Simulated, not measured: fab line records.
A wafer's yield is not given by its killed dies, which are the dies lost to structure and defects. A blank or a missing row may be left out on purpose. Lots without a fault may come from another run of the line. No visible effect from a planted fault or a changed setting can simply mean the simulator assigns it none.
Struck lot and sound lot, side by side + flow n5_finfet + 16 out of 1938 route steps
Sound: the wafers L432.1, L432.3, L432.6. Struck: wafers L445.1, L445.4. (L445.2 of the same lot was not struck and is left out.) The cause comes at the end.
For every step that has rows: the tool of each side, followed by ch and its chambers, followed by its first start. Under that, the readings that differ: sound wafers + struck wafers + difference of the means + sigmas: that difference in standard deviations of wafers without a fault.
alike: readings with means less than 2 such deviations apart, plus words and numbers identical on both sides. not compared: withheld readings, readings lacking a value on some wafer, bounds such as >300 that could conceal the same value, and numbers that have no deviation in the record and whose values overlap.
Wherever a step has rows on one side only, a row that says differs or no value, or a row with sigmas, the two part there. When numbers do not overlap yet have no deviation, they are printed without sigmas and do not part them. A reading missing from all wafers of one side parts the sides only when that side holds two or more wafers.

first, 1 step without rows for these wafers: N5_ILD0_CURE_02 (time 1800 s).
N5_ILD0_CMP_03: polishes, stops on SiNx, t overpolish 1.9 s, target thk 197.38 nm.
  sound on cmp-03 ch 0,1, day 5 15:15; struck on cmp-04 ch 2,3, day 8 21:35
  alike: motor_current_A, overpolish_run_s, time_to_endpoint_s
N5_ILD0_THK_MEAS_04:
  sound on film_metro-01 at day 5 15:32; struck on film_metro-01 at day 8 21:52
  alike: thk_nm
N5_ILD0_CMP_07: polishes SiO2 flowable, stops on poly-Si, t overpolish 1.18 s, target thk 138.88 nm.
  sound on cmp-02 ch 0,2,3, day 5 15:39; struck on cmp-04 ch 0,1, day 8 21:54
  alike: motor_current_A
N5_ILD0_THK_MEAS_08:
  sound on film_metro-01 at day 5 15:52; struck on film_metro-01 at day 8 22:12
  alike: thk_nm
then, 1 step without rows for these wafers: N5_ILD0_PRECLEAN_10 (cleans in NF3:NH3, afs cycles 5, time 20 s, sublimation time 60 s).
N5_ILD0_ALD_15: deposits SiNx, target thk 24 nm, pulse time 1 s, ald cycles 480.
  sound on ald_sin-01 ch 0,1,2, day 5 16:35; struck on ald_sin-02 ch 2,3, day 8 22:55
  alike: heater_power_w, precursor_pulse_height_rel, susceptor_temp_C
N5_ILD0_CMP_12: polishes SiNx, stops on poly-Si, t overpolish 6 s, target thk 17.67 nm.
  sound on cmp-04 ch 1,2,3, day 5 18:52; struck on cmp-02 ch 2,3, day 9 01:27
  alike: motor_current_A, overpolish_run_s, time_to_endpoint_s
N5_ILD0_THK_MEAS_13:
  sound on film_metro-01 at day 5 19:05; struck on film_metro-02 at day 9 01:43
  alike: thk_nm
N5_ILD0_INSPECT_06: inspects for defects (darkfield).
  sound on defect_inspect-02 at day 5 19:07; struck on defect_inspect-01 at day 9 01:44
  alike: raw_defect_count
N5_SDB_HM_DEP_00: deposits SiNx from SiH4/NH3/N2, target thk 40 nm, time 35.3 s.
  sound on pecvd-02 ch 0,1,2, day 5 19:09; struck on pecvd-03 ch 0,1, day 9 01:46
  alike: heater_power_w, showerhead_plenum_p_Torr, susceptor_temp_C, throttle_valve_pct
then, 1 step without rows for these wafers: N5_SDB_COAT_03 (time 60 s, resist thk 100 nm).
N5_SDB_COAT_04: time 60 s, resist thk 18 nm.
  sound on litho_track-03 ch 0, day 5 19:14; struck on litho_track-01 ch 0, day 9 01:53
| reading          | sound             | struck      | difference | sigmas      |
|------------------|-------------------|-------------|------------|-------------|
| run_length_s (s) | 66.03 65.95 66.10 | 89.77 89.95 | +23.83     | +99 or more |
then, 1 step without rows for these wafers: N5_SDB_COAT_05 (resist thk 90 nm).
-- the record jumps here: 5 days lie between the struck wafers' starts before and after (it left off in module SDB and takes up again in module BEOL_M4, whose first step shown is number 1111 of the route) --
N5_BEOL_M4_RC_MEAS_101:
  sound on prober-01 ch 0, day 11 07:55; struck on prober-02 ch 0, day 14 03:02
  alike: DIBL_N, DIBL_P, IOFF_N, IOFF_P, ION_N, ION_P, SS_N, SS_P, VT_N, VT_P
then, 1 step without rows for these wafers: N5_PASSIVATION_PROBE_49.

== WHERE THEY PART ==
At N5_SDB_COAT_04 and nowhere else, as far as this record goes. Later steps at which nothing parts them and some readings are alike: N5_BEOL_M4_RC_MEAS_101.

WHY: the cause the simulator had injected
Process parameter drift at N5_SDB_COAT_04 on litho_track-01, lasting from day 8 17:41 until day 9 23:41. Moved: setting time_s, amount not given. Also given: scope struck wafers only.
